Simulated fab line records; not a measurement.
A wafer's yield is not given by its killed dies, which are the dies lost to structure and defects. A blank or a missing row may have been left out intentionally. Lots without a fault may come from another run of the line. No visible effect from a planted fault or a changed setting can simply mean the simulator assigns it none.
Comparing a struck lot with a sound one + flow nand_harc + 13 out of 1159 route steps
Sound: wafers L628.1, L628.2, L628.4. Wafers L625.2, L625.4, L625.6 were the ones struck. The cause is named last.
At each step with rows: each side's tool, then ch and its chambers, then its first start. Under that, the readings that differ: sound wafers + struck wafers + difference of the means + sigmas: that difference in standard deviations of wafers without a fault.
alike: same words and numbers on both sides, and readings whose means sit less than 2 such deviations apart. not compared: any withheld reading, any reading some wafer has no value for, any bound like >300 that may hide the same value, and any number with overlapping values for which the record gives no deviation.
A row with sigmas, a row that says differs or no value, or rows on one side alone: a step with any of these is where the two part. When numbers do not overlap yet have no deviation, they are printed without sigmas and do not part them. Lack of a reading on every wafer of one side parts them only where that side has two or more wafers.

NHARC_THIN_TSV_THK_MEAS_02: measures by ir.
  sound on film_metro-02 at day 23 03:47; struck on film_metro-02 at day 22 20:46
  alike: thk_nm
then, 3 steps without rows for these wafers: NHARC_THIN_TSV_SRD_03; NHARC_THIN_TSV_PRECLEAN_41 (cleans in SC1); NHARC_THIN_TSV_SRD_42.
NHARC_THIN_TSV_DEP_43: deposits SiO2, target thk 1328.5 nm.
  sound on pecvd-02 ch 1,2, day 23 04:01; struck on pecvd-03 ch 1,2, day 22 21:06
  alike: throttle_valve_pct
  not compared: since_wet_clean_h
then, 7 steps without rows for these wafers: NHARC_THIN_TSV_DEHYDRATE_04 (time 120 s); NHARC_THIN_TSV_HMDS_05 (time 30 s); NHARC_THIN_TSV_COAT_06; NHARC_THIN_TSV_SOFTBAKE_07 (time 95 s); NHARC_THIN_TSV_EBR_08; NHARC_THIN_TSV_EXPOSE_09 (exposes mask TSV); NHARC_THIN_TSV_PEB_10 (peb time 85 s).
NHARC_THIN_TSV_DEVELOP_11: time 70 s.
  sound on litho_track-05 ch 0, day 23 04:00; struck on litho_track-02, day 22 21:00
  no value came back on the struck wafers for chill_plate_temp_C (C), exhaust_pa (Pa); on the sound wafers chill_plate_temp_C (C) reads 22.86 23.08 22.84

WHERE THEY PART
At NHARC_THIN_TSV_DEVELOP_11 and nowhere else, as far as this record goes.

WHY: whatever the simulator had introduced
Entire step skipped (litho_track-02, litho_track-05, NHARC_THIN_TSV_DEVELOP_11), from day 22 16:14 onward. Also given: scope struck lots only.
